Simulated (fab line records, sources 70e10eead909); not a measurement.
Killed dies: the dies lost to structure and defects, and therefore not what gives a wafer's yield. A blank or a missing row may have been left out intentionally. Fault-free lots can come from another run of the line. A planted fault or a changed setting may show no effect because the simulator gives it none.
fab line records / flow nand-harc
record: lots: 14 wafers: 42 last-day: 34
route steps=1302 shown A_ZERO_WELL@412 A_ONON_D1@429 END@1302
lots with no fault: from the same line, run without faults
start-h: hours from the record's first day to the start of the lot's first wafer shown / wait-h: time in hours since the lot's previous step / " as in the row above / L1.1+2: a single row standing in for several wafers / - no value, or no start was given / * or withheld: withheld / < > ~ a bound
route shown NAME@n: a module of which the file shows steps, and the number in the route of the first / usual: mean/standard deviation of fault-free wafers / same: alike in all rows / chamber/n: place in a boat / sites: per-site readings / _std_site: the values' standard deviation / _edge_site: outer sites' mean less inner sites' / radius-mm: how far each site lies from the wafer's centre / mask NAME#n: copy n / behind: tool/chamber where the wafer was last shaped / hold: what put the lot on hold/how long, in hours/how the hold closed / device: which transistor (n, p or np) failed to switch / end of line: tests of these same wafers at the route's end / where a step has no rows: the recipe by itself / killed: dies lost to structure and defects at the first sort, not the wafer's yield / map: per-die view of a wafer (x killed, . not killed, _ where there is no die)
set.NAME: the setting the step ran with; set.NAME@STEP: the setting that earlier step ran with / model.NAME: the simulator's own value behind a step, which no gauge read
the route's steps for a sample of lots (tables are steps, rows are wafers)
services: a tool's chamber out of use, with start hour (start-h, from the record's first day; less than 0 if before it), hours out, and reason
== steps ==
step: NHARC_A_ZERO_WELL_INSPECT_17
usual: raw-defect-count: 12/6.5
lot.wafer=L459.2 tool=defect-inspect-01 chamber=- start-h=141.49 wait-h=0.1 raw-defect-count=14
lot.wafer=L459.3 tool=defect-inspect-01 chamber=- start-h=141.49 wait-h=0.1 raw-defect-count=20
lot.wafer=L459.6 tool=defect-inspect-01 chamber=- start-h=141.49 wait-h=0.1 raw-defect-count=17
lot.wafer=L460.1 tool=defect-inspect-01 chamber=- start-h=147.31 wait-h=0.2 raw-defect-count=5
lot.wafer=L460.4 tool=defect-inspect-01 chamber=- start-h=147.31 wait-h=0.2 raw-defect-count=18
lot.wafer=L460.5 tool=defect-inspect-01 chamber=- start-h=147.31 wait-h=0.2 raw-defect-count=8
lot.wafer=L461.1 tool=defect-inspect-01 chamber=- start-h=163.15 wait-h=0.2 raw-defect-count=31
lot.wafer=L461.3 tool=defect-inspect-01 chamber=- start-h=163.15 wait-h=0.2 raw-defect-count=11
lot.wafer=L461.4 tool=defect-inspect-01 chamber=- start-h=163.15 wait-h=0.2 raw-defect-count=21
lot.wafer=L462.3 tool=defect-inspect-01 chamber=- start-h=172.85 wait-h=0.1 raw-defect-count=9
lot.wafer=L462.4 tool=defect-inspect-01 chamber=- start-h=172.85 wait-h=0.1 raw-defect-count=8
lot.wafer=L462.6 tool=defect-inspect-01 chamber=- start-h=172.85 wait-h=0.1 raw-defect-count=10
lot.wafer=L463.1 tool=defect-inspect-01 chamber=- start-h=182.19 wait-h=0.2 raw-defect-count=10
lot.wafer=L463.4 tool=defect-inspect-01 chamber=- start-h=182.19 wait-h=0.2 raw-defect-count=16
lot.wafer=L463.6 tool=defect-inspect-01 chamber=- start-h=182.19 wait-h=0.2 raw-defect-count=5
lot.wafer=L470.2 tool=defect-inspect-02 chamber=- start-h=253.74 wait-h=0.1 raw-defect-count=14
lot.wafer=L470.3 tool=defect-inspect-02 chamber=- start-h=253.74 wait-h=0.1 raw-defect-count=13
lot.wafer=L470.6 tool=defect-inspect-02 chamber=- start-h=253.74 wait-h=0.1 raw-defect-count=16
lot.wafer=L474.1 tool=defect-inspect-02 chamber=- start-h=287.67 wait-h=0.2 raw-defect-count=15
lot.wafer=L474.2 tool=defect-inspect-02 chamber=- start-h=287.67 wait-h=0.2 raw-defect-count=7
lot.wafer=L474.3 tool=defect-inspect-02 chamber=- start-h=287.67 wait-h=0.2 raw-defect-count=11
lot.wafer=L475.1 tool=defect-inspect-01 chamber=- start-h=304.09 wait-h=0.2 raw-defect-count=10
lot.wafer=L475.5 tool=defect-inspect-01 chamber=- start-h=304.09 wait-h=0.2 raw-defect-count=16
lot.wafer=L475.6 tool=defect-inspect-01 chamber=- start-h=304.09 wait-h=0.2 raw-defect-count=10
lot.wafer=L476.3 tool=defect-inspect-01 chamber=- start-h=308.56 wait-h=0.1 raw-defect-count=15
lot.wafer=L476.4 tool=defect-inspect-01 chamber=- start-h=308.56 wait-h=0.1 raw-defect-count=5
lot.wafer=L476.6 tool=defect-inspect-01 chamber=- start-h=308.56 wait-h=0.1 raw-defect-count=4
lot.wafer=L477.1 tool=defect-inspect-02 chamber=- start-h=315.31 wait-h=0.2 raw-defect-count=10
lot.wafer=L477.3 tool=defect-inspect-02 chamber=- start-h=315.31 wait-h=0.2 raw-defect-count=9
lot.wafer=L477.6 tool=defect-inspect-02 chamber=- start-h=315.31 wait-h=0.2 raw-defect-count=12
lot.wafer=L478.3 tool=defect-inspect-01 chamber=- start-h=334.67 wait-h=0.1 raw-defect-count=19
lot.wafer=L478.5 tool=defect-inspect-01 chamber=- start-h=334.67 wait-h=0.1 raw-defect-count=32
lot.wafer=L478.6 tool=defect-inspect-01 chamber=- start-h=334.67 wait-h=0.1 raw-defect-count=26
lot.wafer=L479.4 tool=defect-inspect-01 chamber=- start-h=339.11 wait-h=0.1 raw-defect-count=2
lot.wafer=L479.5 tool=defect-inspect-01 chamber=- start-h=339.11 wait-h=0.1 raw-defect-count=12
lot.wafer=L479.6 tool=defect-inspect-01 chamber=- start-h=339.11 wait-h=0.1 raw-defect-count=3
lot.wafer=L480.1 tool=defect-inspect-01 chamber=- start-h=347.00 wait-h=0.2 raw-defect-count=20
lot.wafer=L480.2 tool=defect-inspect-01 chamber=- start-h=347.00 wait-h=0.2 raw-defect-count=12
lot.wafer=L480.5 tool=defect-inspect-01 chamber=- start-h=347.00 wait-h=0.2 raw-defect-count=7
lot.wafer=L481.1 tool=defect-inspect-01 chamber=- start-h=361.14 wait-h=0.2 raw-defect-count=11
lot.wafer=L481.2 tool=defect-inspect-01 chamber=- start-h=361.14 wait-h=0.2 raw-defect-count=8
lot.wafer=L481.3 tool=defect-inspect-01 chamber=- start-h=361.14 wait-h=0.2 raw-defect-count=3
step: NHARC_A_ONON_D1_THK_MEAS_08
recipe: thk-meas-gauge: ellipsometry
usual: thk-nm: 1001/8.1
lot.wafer=L459.2 tool=film-metro-01 chamber=- start-h=164.72 wait-h=- thk-nm=1002
lot.wafer=L459.3 tool=film-metro-01 chamber=- start-h=164.72 wait-h=- thk-nm=1004
lot.wafer=L459.6 tool=film-metro-01 chamber=- start-h=164.72 wait-h=- thk-nm=1004
lot.wafer=L460.1 tool=film-metro-02 chamber=- start-h=169.85 wait-h=- thk-nm=1000
lot.wafer=L460.4 tool=film-metro-02 chamber=- start-h=169.85 wait-h=- thk-nm=1000
lot.wafer=L460.5 tool=film-metro-02 chamber=- start-h=169.85 wait-h=- thk-nm=998
lot.wafer=L461.1 tool=film-metro-01 chamber=- start-h=184.95 wait-h=- thk-nm=1003
lot.wafer=L461.3 tool=film-metro-01 chamber=- start-h=184.95 wait-h=- thk-nm=1003
lot.wafer=L461.4 tool=film-metro-01 chamber=- start-h=184.95 wait-h=- thk-nm=1002
lot.wafer=L462.3 tool=film-metro-01 chamber=- start-h=194.41 wait-h=- thk-nm=1011
lot.wafer=L462.4 tool=film-metro-01 chamber=- start-h=194.41 wait-h=- thk-nm=1012
lot.wafer=L462.6 tool=film-metro-01 chamber=- start-h=194.41 wait-h=- thk-nm=1013
lot.wafer=L463.1 tool=film-metro-01 chamber=- start-h=205.44 wait-h=- thk-nm=1007
lot.wafer=L463.4 tool=film-metro-01 chamber=- start-h=205.44 wait-h=- thk-nm=1006
lot.wafer=L463.6 tool=film-metro-01 chamber=- start-h=205.44 wait-h=- thk-nm=1004
lot.wafer=L470.2 tool=film-metro-01 chamber=- start-h=276.88 wait-h=- thk-nm=1000
lot.wafer=L470.3 tool=film-metro-01 chamber=- start-h=276.88 wait-h=- thk-nm=1001
lot.wafer=L470.6 tool=film-metro-01 chamber=- start-h=276.88 wait-h=- thk-nm=1001
lot.wafer=L474.1 tool=film-metro-01 chamber=- start-h=309.83 wait-h=- thk-nm=1000
lot.wafer=L474.2 tool=film-metro-01 chamber=- start-h=309.83 wait-h=- thk-nm=1000
lot.wafer=L474.3 tool=film-metro-01 chamber=- start-h=309.83 wait-h=- thk-nm=998
lot.wafer=L476.3 tool=film-metro-02 chamber=- start-h=328.20 wait-h=- thk-nm=988
lot.wafer=L476.4 tool=film-metro-02 chamber=- start-h=328.20 wait-h=- thk-nm=986
lot.wafer=L476.6 tool=film-metro-02 chamber=- start-h=328.20 wait-h=- thk-nm=986
lot.wafer=L475.1 tool=film-metro-01 chamber=- start-h=328.20 wait-h=- thk-nm=997
lot.wafer=L475.5 tool=film-metro-01 chamber=- start-h=328.20 wait-h=- thk-nm=998
lot.wafer=L475.6 tool=film-metro-01 chamber=- start-h=328.20 wait-h=- thk-nm=998
lot.wafer=L477.1 tool=film-metro-01 chamber=- start-h=336.78 wait-h=- thk-nm=988
lot.wafer=L477.3 tool=film-metro-01 chamber=- start-h=336.78 wait-h=- thk-nm=987
lot.wafer=L477.6 tool=film-metro-01 chamber=- start-h=336.78 wait-h=- thk-nm=985
lot.wafer=L479.4 tool=film-metro-02 chamber=- start-h=359.69 wait-h=- thk-nm=1017
lot.wafer=L479.5 tool=film-metro-02 chamber=- start-h=359.69 wait-h=- thk-nm=1016
lot.wafer=L479.6 tool=film-metro-02 chamber=- start-h=359.69 wait-h=- thk-nm=1017
lot.wafer=L478.3 tool=film-metro-02 chamber=- start-h=359.72 wait-h=- thk-nm=1010
lot.wafer=L478.5 tool=film-metro-02 chamber=- start-h=359.72 wait-h=- thk-nm=1011
lot.wafer=L478.6 tool=film-metro-02 chamber=- start-h=359.72 wait-h=- thk-nm=1014
lot.wafer=L480.1 tool=film-metro-01 chamber=- start-h=369.04 wait-h=- thk-nm=1006
lot.wafer=L480.2 tool=film-metro-01 chamber=- start-h=369.04 wait-h=- thk-nm=1006
lot.wafer=L480.5 tool=film-metro-01 chamber=- start-h=369.04 wait-h=- thk-nm=1007
lot.wafer=L481.1 tool=film-metro-01 chamber=- start-h=384.69 wait-h=- thk-nm=987
lot.wafer=L481.2 tool=film-metro-01 chamber=- start-h=384.69 wait-h=- thk-nm=989
lot.wafer=L481.3 tool=film-metro-01 chamber=- start-h=384.69 wait-h=- thk-nm=991
step: NHARC_A_ONON_D1_DEP_19
recipe: target-thk-a: 10000 n2-flow-sccm: 2750 n2o-flow-sccm: 2000 nh3-flow-sccm: 500 sih4-flow-sccm: 210 temp-c: 400
usual: nh3-flow-sccm: 500.0/1.4
lot.wafer=L459.2 tool=pecvd-onon-04 chamber=0 start-h=173.82 wait-h=0.1 nh3-flow-sccm=498.7
lot.wafer=L459.3 tool=pecvd-onon-04 chamber=0 start-h=173.82 wait-h=0.1 nh3-flow-sccm=497.8
lot.wafer=L459.6 tool=pecvd-onon-04 chamber=0 start-h=173.82 wait-h=0.1 nh3-flow-sccm=500.4
lot.wafer=L460.1 tool=pecvd-onon-04 chamber=0 start-h=179.04 wait-h=0.1 nh3-flow-sccm=501.9
lot.wafer=L460.4 tool=pecvd-onon-04 chamber=0 start-h=179.04 wait-h=0.1 nh3-flow-sccm=500.6
lot.wafer=L460.5 tool=pecvd-onon-04 chamber=0 start-h=179.04 wait-h=0.1 nh3-flow-sccm=502.9
lot.wafer=L461.1 tool=pecvd-onon-04 chamber=0 start-h=196.30 wait-h=0.1 nh3-flow-sccm=501.7
lot.wafer=L461.3 tool=pecvd-onon-04 chamber=0 start-h=196.30 wait-h=0.1 nh3-flow-sccm=499.5
lot.wafer=L461.4 tool=pecvd-onon-04 chamber=0 start-h=196.30 wait-h=0.1 nh3-flow-sccm=498.3
lot.wafer=L462.3 tool=pecvd-onon-04 chamber=0 start-h=205.77 wait-h=0.2 nh3-flow-sccm=497.1
lot.wafer=L462.4 tool=pecvd-onon-04 chamber=0 start-h=205.77 wait-h=0.2 nh3-flow-sccm=496.6
lot.wafer=L462.6 tool=pecvd-onon-04 chamber=0 start-h=205.77 wait-h=0.2 nh3-flow-sccm=496.0
lot.wafer=L463.1 tool=pecvd-onon-04 chamber=0 start-h=216.87 wait-h=0.1 nh3-flow-sccm=498.7
lot.wafer=L463.4 tool=pecvd-onon-04 chamber=0 start-h=216.87 wait-h=0.1 nh3-flow-sccm=499.8
lot.wafer=L463.6 tool=pecvd-onon-04 chamber=0 start-h=216.87 wait-h=0.1 nh3-flow-sccm=500.8
lot.wafer=L470.2 tool=pecvd-onon-01 chamber=0 start-h=286.42 wait-h=0.1 nh3-flow-sccm=499.5
lot.wafer=L470.3 tool=pecvd-onon-01 chamber=0 start-h=286.42 wait-h=0.1 nh3-flow-sccm=498.2
lot.wafer=L470.6 tool=pecvd-onon-01 chamber=0 start-h=286.42 wait-h=0.1 nh3-flow-sccm=498.2
lot.wafer=L474.1 tool=pecvd-onon-03 chamber=0 start-h=320.27 wait-h=0.1 nh3-flow-sccm=500.4
lot.wafer=L474.2 tool=pecvd-onon-03 chamber=0 start-h=320.27 wait-h=0.1 nh3-flow-sccm=500.3
lot.wafer=L474.3 tool=pecvd-onon-03 chamber=0 start-h=320.27 wait-h=0.1 nh3-flow-sccm=499.5
lot.wafer=L475.1 tool=pecvd-onon-04 chamber=0 start-h=337.89 wait-h=0.1 nh3-flow-sccm=500.9
lot.wafer=L475.5 tool=pecvd-onon-04 chamber=0 start-h=337.89 wait-h=0.1 nh3-flow-sccm=500.5
lot.wafer=L475.6 tool=pecvd-onon-04 chamber=0 start-h=337.89 wait-h=0.1 nh3-flow-sccm=499.2
lot.wafer=L476.3 tool=pecvd-onon-03 chamber=0 start-h=338.03 wait-h=0.2 nh3-flow-sccm=499.8
lot.wafer=L476.4 tool=pecvd-onon-03 chamber=0 start-h=338.03 wait-h=0.2 nh3-flow-sccm=500.0
lot.wafer=L476.6 tool=pecvd-onon-03 chamber=0 start-h=338.03 wait-h=0.2 nh3-flow-sccm=499.4
lot.wafer=L477.1 tool=pecvd-onon-04 chamber=0 start-h=347.19 wait-h=0.1 nh3-flow-sccm=502.9
lot.wafer=L477.3 tool=pecvd-onon-04 chamber=0 start-h=347.19 wait-h=0.1 nh3-flow-sccm=501.0
lot.wafer=L477.6 tool=pecvd-onon-04 chamber=0 start-h=347.19 wait-h=0.1 nh3-flow-sccm=501.3
lot.wafer=L478.3 tool=pecvd-onon-04 chamber=0 start-h=369.01 wait-h=0.4 nh3-flow-sccm=498.8
lot.wafer=L478.5 tool=pecvd-onon-04 chamber=0 start-h=369.01 wait-h=0.4 nh3-flow-sccm=499.8
lot.wafer=L478.6 tool=pecvd-onon-04 chamber=0 start-h=369.01 wait-h=0.4 nh3-flow-sccm=501.1
lot.wafer=L479.4 tool=pecvd-onon-01 chamber=0 start-h=369.06 wait-h=0.4 nh3-flow-sccm=500.3
lot.wafer=L479.5 tool=pecvd-onon-01 chamber=0 start-h=369.06 wait-h=0.4 nh3-flow-sccm=500.0
lot.wafer=L479.6 tool=pecvd-onon-01 chamber=0 start-h=369.06 wait-h=0.4 nh3-flow-sccm=501.1
lot.wafer=L480.1 tool=pecvd-onon-03 chamber=0 start-h=378.24 wait-h=0.1 nh3-flow-sccm=499.5
lot.wafer=L480.2 tool=pecvd-onon-03 chamber=0 start-h=378.24 wait-h=0.1 nh3-flow-sccm=499.4
lot.wafer=L480.5 tool=pecvd-onon-03 chamber=0 start-h=378.24 wait-h=0.1 nh3-flow-sccm=498.8
lot.wafer=L481.1 tool=pecvd-onon-03 chamber=0 start-h=393.69 wait-h=0.1 nh3-flow-sccm=500.9
lot.wafer=L481.2 tool=pecvd-onon-03 chamber=0 start-h=393.69 wait-h=0.1 nh3-flow-sccm=501.9
lot.wafer=L481.3 tool=pecvd-onon-03 chamber=0 start-h=393.69 wait-h=0.1 nh3-flow-sccm=499.0
step: NHARC_A_ONON_D1_THK_MEAS_21
recipe: thk-meas-gauge: ellipsometry
usual: thk-nm: 1000/11
lot.wafer=L459.2 tool=film-metro-02 chamber=- start-h=174.28 wait-h=- thk-nm=1022
lot.wafer=L459.3 tool=film-metro-02 chamber=- start-h=174.28 wait-h=- thk-nm=1022
lot.wafer=L459.6 tool=film-metro-02 chamber=- start-h=174.28 wait-h=- thk-nm=1022
lot.wafer=L460.1 tool=film-metro-01 chamber=- start-h=179.55 wait-h=- thk-nm=993
lot.wafer=L460.4 tool=film-metro-01 chamber=- start-h=179.55 wait-h=- thk-nm=993
lot.wafer=L460.5 tool=film-metro-01 chamber=- start-h=179.55 wait-h=- thk-nm=992
lot.wafer=L461.1 tool=film-metro-02 chamber=- start-h=196.81 wait-h=- thk-nm=994
lot.wafer=L461.3 tool=film-metro-02 chamber=- start-h=196.81 wait-h=- thk-nm=996
lot.wafer=L461.4 tool=film-metro-02 chamber=- start-h=196.81 wait-h=- thk-nm=996
lot.wafer=L462.3 tool=film-metro-02 chamber=- start-h=206.17 wait-h=- thk-nm=1584
lot.wafer=L462.4 tool=film-metro-02 chamber=- start-h=206.17 wait-h=- thk-nm=1583
lot.wafer=L462.6 tool=film-metro-02 chamber=- start-h=206.17 wait-h=- thk-nm=994
lot.wafer=L463.1 tool=film-metro-01 chamber=- start-h=217.38 wait-h=- thk-nm=989
lot.wafer=L463.4 tool=film-metro-01 chamber=- start-h=217.38 wait-h=- thk-nm=1578
lot.wafer=L463.6 tool=film-metro-01 chamber=- start-h=217.38 wait-h=- thk-nm=987
lot.wafer=L470.2 tool=film-metro-01 chamber=- start-h=286.86 wait-h=- thk-nm=973
lot.wafer=L470.3 tool=film-metro-01 chamber=- start-h=286.86 wait-h=- thk-nm=973
lot.wafer=L470.6 tool=film-metro-01 chamber=- start-h=286.86 wait-h=- thk-nm=971
lot.wafer=L474.1 tool=film-metro-02 chamber=- start-h=320.78 wait-h=- thk-nm=1008
lot.wafer=L474.2 tool=film-metro-02 chamber=- start-h=320.78 wait-h=- thk-nm=1009
lot.wafer=L474.3 tool=film-metro-02 chamber=- start-h=320.78 wait-h=- thk-nm=1009
lot.wafer=L475.1 tool=film-metro-01 chamber=- start-h=338.40 wait-h=- thk-nm=1004
lot.wafer=L475.5 tool=film-metro-01 chamber=- start-h=338.40 wait-h=- thk-nm=1006
lot.wafer=L475.6 tool=film-metro-01 chamber=- start-h=338.40 wait-h=- thk-nm=1005
lot.wafer=L476.3 tool=film-metro-02 chamber=- start-h=338.43 wait-h=- thk-nm=1006
lot.wafer=L476.4 tool=film-metro-02 chamber=- start-h=338.43 wait-h=- thk-nm=1006
lot.wafer=L476.6 tool=film-metro-02 chamber=- start-h=338.43 wait-h=- thk-nm=1006
lot.wafer=L477.1 tool=film-metro-01 chamber=- start-h=347.71 wait-h=- thk-nm=1012
lot.wafer=L477.3 tool=film-metro-01 chamber=- start-h=347.71 wait-h=- thk-nm=1011
lot.wafer=L477.6 tool=film-metro-01 chamber=- start-h=347.71 wait-h=- thk-nm=1013
lot.wafer=L479.4 tool=film-metro-02 chamber=- start-h=369.39 wait-h=- thk-nm=1007
lot.wafer=L479.5 tool=film-metro-02 chamber=- start-h=369.39 wait-h=- thk-nm=1008
lot.wafer=L479.6 tool=film-metro-02 chamber=- start-h=369.39 wait-h=- thk-nm=1007
lot.wafer=L478.3 tool=film-metro-02 chamber=- start-h=369.41 wait-h=- thk-nm=982
lot.wafer=L478.5 tool=film-metro-02 chamber=- start-h=369.41 wait-h=- thk-nm=981
lot.wafer=L478.6 tool=film-metro-02 chamber=- start-h=369.41 wait-h=- thk-nm=979
lot.wafer=L480.1 tool=film-metro-01 chamber=- start-h=378.74 wait-h=- thk-nm=1004
lot.wafer=L480.2 tool=film-metro-01 chamber=- start-h=378.74 wait-h=- thk-nm=1002
lot.wafer=L480.5 tool=film-metro-01 chamber=- start-h=378.74 wait-h=- thk-nm=1004
lot.wafer=L481.1 tool=film-metro-01 chamber=- start-h=394.19 wait-h=- thk-nm=993
lot.wafer=L481.2 tool=film-metro-01 chamber=- start-h=394.19 wait-h=- thk-nm=996
lot.wafer=L481.3 tool=film-metro-01 chamber=- start-h=394.19 wait-h=- thk-nm=995
step: NHARC_A_ONON_D1_INSPECT_32
usual: raw-defect-count: 72/24
lot.wafer=L459.2 tool=defect-inspect-01 chamber=- start-h=176.51 wait-h=0.0 raw-defect-count=67
lot.wafer=L459.3 tool=defect-inspect-01 chamber=- start-h=176.51 wait-h=0.0 raw-defect-count=39
lot.wafer=L459.6 tool=defect-inspect-01 chamber=- start-h=176.51 wait-h=0.0 raw-defect-count=41
lot.wafer=L460.1 tool=defect-inspect-02 chamber=- start-h=181.82 wait-h=0.0 raw-defect-count=69
lot.wafer=L460.4 tool=defect-inspect-02 chamber=- start-h=181.82 wait-h=0.0 raw-defect-count=77
lot.wafer=L460.5 tool=defect-inspect-02 chamber=- start-h=181.82 wait-h=0.0 raw-defect-count=79
lot.wafer=L461.1 tool=defect-inspect-02 chamber=- start-h=199.06 wait-h=0.0 raw-defect-count=81
lot.wafer=L461.3 tool=defect-inspect-02 chamber=- start-h=199.06 wait-h=0.0 raw-defect-count=54
lot.wafer=L461.4 tool=defect-inspect-02 chamber=- start-h=199.06 wait-h=0.0 raw-defect-count=51
lot.wafer=L462.3 tool=defect-inspect-02 chamber=- start-h=208.45 wait-h=0.0 raw-defect-count=92
lot.wafer=L462.4 tool=defect-inspect-02 chamber=- start-h=208.45 wait-h=0.0 raw-defect-count=34
lot.wafer=L462.6 tool=defect-inspect-02 chamber=- start-h=208.45 wait-h=0.0 raw-defect-count=125
lot.wafer=L463.1 tool=defect-inspect-02 chamber=- start-h=219.64 wait-h=0.0 raw-defect-count=44
lot.wafer=L463.4 tool=defect-inspect-02 chamber=- start-h=219.64 wait-h=0.0 raw-defect-count=83
lot.wafer=L463.6 tool=defect-inspect-02 chamber=- start-h=219.64 wait-h=0.0 raw-defect-count=59
lot.wafer=L470.2 tool=defect-inspect-02 chamber=- start-h=289.12 wait-h=0.0 raw-defect-count=86
lot.wafer=L470.3 tool=defect-inspect-02 chamber=- start-h=289.12 wait-h=0.0 raw-defect-count=54
lot.wafer=L470.6 tool=defect-inspect-02 chamber=- start-h=289.12 wait-h=0.0 raw-defect-count=67
lot.wafer=L474.1 tool=defect-inspect-02 chamber=- start-h=323.30 wait-h=0.0 raw-defect-count=68
lot.wafer=L474.2 tool=defect-inspect-02 chamber=- start-h=323.30 wait-h=0.0 raw-defect-count=112
lot.wafer=L474.3 tool=defect-inspect-02 chamber=- start-h=323.30 wait-h=0.0 raw-defect-count=160
lot.wafer=L475.1 tool=defect-inspect-02 chamber=- start-h=340.65 wait-h=0.0 raw-defect-count=82
lot.wafer=L475.5 tool=defect-inspect-02 chamber=- start-h=340.65 wait-h=0.0 raw-defect-count=108
lot.wafer=L475.6 tool=defect-inspect-02 chamber=- start-h=340.65 wait-h=0.0 raw-defect-count=67
lot.wafer=L476.3 tool=defect-inspect-01 chamber=- start-h=340.86 wait-h=0.0 raw-defect-count=36
lot.wafer=L476.4 tool=defect-inspect-01 chamber=- start-h=340.86 wait-h=0.0 raw-defect-count=42
lot.wafer=L476.6 tool=defect-inspect-01 chamber=- start-h=340.86 wait-h=0.0 raw-defect-count=58
lot.wafer=L477.1 tool=defect-inspect-02 chamber=- start-h=350.15 wait-h=0.0 raw-defect-count=91
lot.wafer=L477.3 tool=defect-inspect-02 chamber=- start-h=350.15 wait-h=0.0 raw-defect-count=85
lot.wafer=L477.6 tool=defect-inspect-02 chamber=- start-h=350.15 wait-h=0.0 raw-defect-count=118
lot.wafer=L479.4 tool=defect-inspect-02 chamber=- start-h=371.63 wait-h=0.0 raw-defect-count=92
lot.wafer=L479.5 tool=defect-inspect-02 chamber=- start-h=371.63 wait-h=0.0 raw-defect-count=54
lot.wafer=L479.6 tool=defect-inspect-02 chamber=- start-h=371.63 wait-h=0.0 raw-defect-count=78
lot.wafer=L478.3 tool=defect-inspect-01 chamber=- start-h=371.78 wait-h=0.0 raw-defect-count=51
lot.wafer=L478.5 tool=defect-inspect-01 chamber=- start-h=371.78 wait-h=0.0 raw-defect-count=77
lot.wafer=L478.6 tool=defect-inspect-01 chamber=- start-h=371.78 wait-h=0.0 raw-defect-count=100
lot.wafer=L480.1 tool=defect-inspect-01 chamber=- start-h=381.01 wait-h=0.0 raw-defect-count=78
lot.wafer=L480.2 tool=defect-inspect-01 chamber=- start-h=381.01 wait-h=0.0 raw-defect-count=80
lot.wafer=L480.5 tool=defect-inspect-01 chamber=- start-h=381.01 wait-h=0.0 raw-defect-count=68
lot.wafer=L481.1 tool=defect-inspect-02 chamber=- start-h=396.44 wait-h=0.0 raw-defect-count=66
lot.wafer=L481.2 tool=defect-inspect-02 chamber=- start-h=396.44 wait-h=0.0 raw-defect-count=128
lot.wafer=L481.3 tool=defect-inspect-02 chamber=- start-h=396.44 wait-h=0.0 raw-defect-count=93
step: NHARC_END_SORT_01
recipe: temp-c: 25
usual: killed-at-array: 44/16 killed-at-other: 0.6/1.1 killed-at-periphery: 3.9/2.6 killed-dies: 48/16 killed-open: 3.1/1.9 killed-short: 2.4/1.8
same: gross-dies: 677
lot.wafer=L462.3 tool=prober-02 chamber=0 start-h=585.39 wait-h=3.1 killed-at-array=674 killed-at-other=1 killed-at-periphery=2 killed-dies=677 killed-open=7 killed-short=0
lot.wafer=L462.4 tool=prober-02 chamber=0 start-h=586.20 wait-h=3.4 killed-at-array=673 killed-at-other=0 killed-at-periphery=4 killed-dies=677 killed-open=2 killed-short=2
lot.wafer=L462.6 tool=prober-02 chamber=0 start-h=587.81 wait-h=4.0 killed-at-array=16 killed-at-other=0 killed-at-periphery=0 killed-dies=16 killed-open=2 killed-short=3
lot.wafer=L463.1 tool=prober-02 chamber=0 start-h=593.81 wait-h=2.5 killed-at-array=18 killed-at-other=0 killed-at-periphery=0 killed-dies=18 killed-open=2 killed-short=0
lot.wafer=L463.4 tool=prober-02 chamber=0 start-h=596.24 wait-h=3.4 killed-at-array=672 killed-at-other=0 killed-at-periphery=5 killed-dies=677 killed-open=2 killed-short=2
lot.wafer=L463.6 tool=prober-02 chamber=0 start-h=597.87 wait-h=4.1 killed-at-array=18 killed-at-other=0 killed-at-periphery=3 killed-dies=21 killed-open=5 killed-short=3
killed by level:class
L462.3 A_ONON_D1:area-dep=661 A_DECK1_JOINT:geometric-particle:open=2 A_CHANNEL_HOLE_D1:chamber-film-flake=2 A_CHANNEL_HOLE_D2:chamber-film-flake=2 A_CONTACT:chamber-film-flake=2 P_CONTACT:geometric-particle:open=1 A_SOURCE_PLATE:geometric-particle:open=1 A_CHANNEL_HOLE_D2:geometric-particle:open=1
L462.4 A_ONON_D1:area-dep=663 A_CHANNEL_HOLE_D2:chamber-film-flake=4 P_STI:geometric-particle:short=1 P_CONTACT:geometric-particle:open=1 A_CHANNEL_FILL_D2:geometric-particle:short=1 A_CONTACT:geometric-particle:open=1 P_GATE:chamber-film-flake=1 P_M2:chamber-film-flake=1
L462.6 A_CHANNEL_HOLE_D2:chamber-film-flake=5 A_CHANNEL_HOLE_D1:chamber-film-flake=2 A_CHANNEL_FILL_D1:geometric-particle:open=1 A_CHANNEL_FILL_D1:geometric-particle:short=1 A_CHANNEL_HOLE_D2:geometric-particle:short=1 A_BLC:geometric-particle:short=1 A_M0:geometric-particle:open=1 A_CHANNEL_FILL_D1:chamber-film-flake=1
L463.1 A_CHANNEL_HOLE_D2:chamber-film-flake=6 A_CONTACT:chamber-film-flake=4 A_CHANNEL_HOLE_D1:chamber-film-flake=3 A_STAIRCASE:chamber-film-flake=3 A_BLC:geometric-particle:open=1 A_M1:geometric-particle:open=1
L463.4 A_ONON_D1:area-dep=655 A_CHANNEL_HOLE_D2:chamber-film-flake=9 A_WL_FILL:chamber-film-flake=3 P_GATE:chamber-film-flake=2 A_ZERO_WELL:chamber-film-flake=2 P_CONTACT:geometric-particle:short=1 P_CONTACT:chamber-film-flake=1 P_M1:geometric-particle:open=1
L463.6 A_CHANNEL_HOLE_D2:chamber-film-flake=8 A_M0:geometric-particle:open=2 A_CONTACT:chamber-film-flake=2 P_CONTACT:geometric-particle:open=1 P_CONTACT:geometric-particle:short=1 A_SOURCE_PLATE:geometric-particle:open=1 A_ONON_D1:geometric-particle:open=1 A_ONON_D2:geometric-particle:short=1
== services ==
tool=pecvd-onon-03 chamber=- start-h=227.00 hours=13.0 kind=pm
tool=pecvd-onon-01 chamber=- start-h=269.03 hours=13.0 kind=pm
tool=pecvd-onon-04 chamber=- start-h=311.57 hours=13.0 kind=pm
== key ==
first-sign: step: NHARC_A_ONON_D1_THK_MEAS_21 reading: thk-nm direction: up sigmas: 53 usual: 1000 struck: 1582
effect: step: NHARC_END_SORT_01 reading: killed-at-array direction: up sigmas: 40 usual: 44 struck: 673
more-kills-born-at: NHARC_A_ONON_D1_DEP_19@pecvd-onon-04: 1979
met-at NHARC_A_ONON_D1_DEP_19
struck-lots L462,L463
struck-wafers L462.3,L462.4,L463.4
later-rows-left-out L462.3,L462.4,L463.4
tester-left-out L462,L463
not-acting-at NHARC_A_ZERO_WELL_INSPECT_17,NHARC_A_ONON_D1_THK_MEAS_08,NHARC_A_ONON_D1_INSPECT_32
onset-between 196.30 205.77
fault: kind: process-parameter-drift tool: pecvd-onon-04 chamber: - onset-h: 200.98 steps: NHARC_A_ONON_D1_DEP_19 channel: target-thk-a offset: * shape: step end-h: 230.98 scope: struck-wafers-only acts-in: * stated: *
tester-left-out: of these lots the tester's yield and bins aren't shown, on N5 and GAA mostly nor the transistor test; their killed dies are dies lost to structure and defects alone, not to doping, threshold or leakage, so they don't give the yield
later-rows-left-out: the simulator's readings of these wafers behind a module that went badly wrong aren't trusted and aren't shown, but for the sort
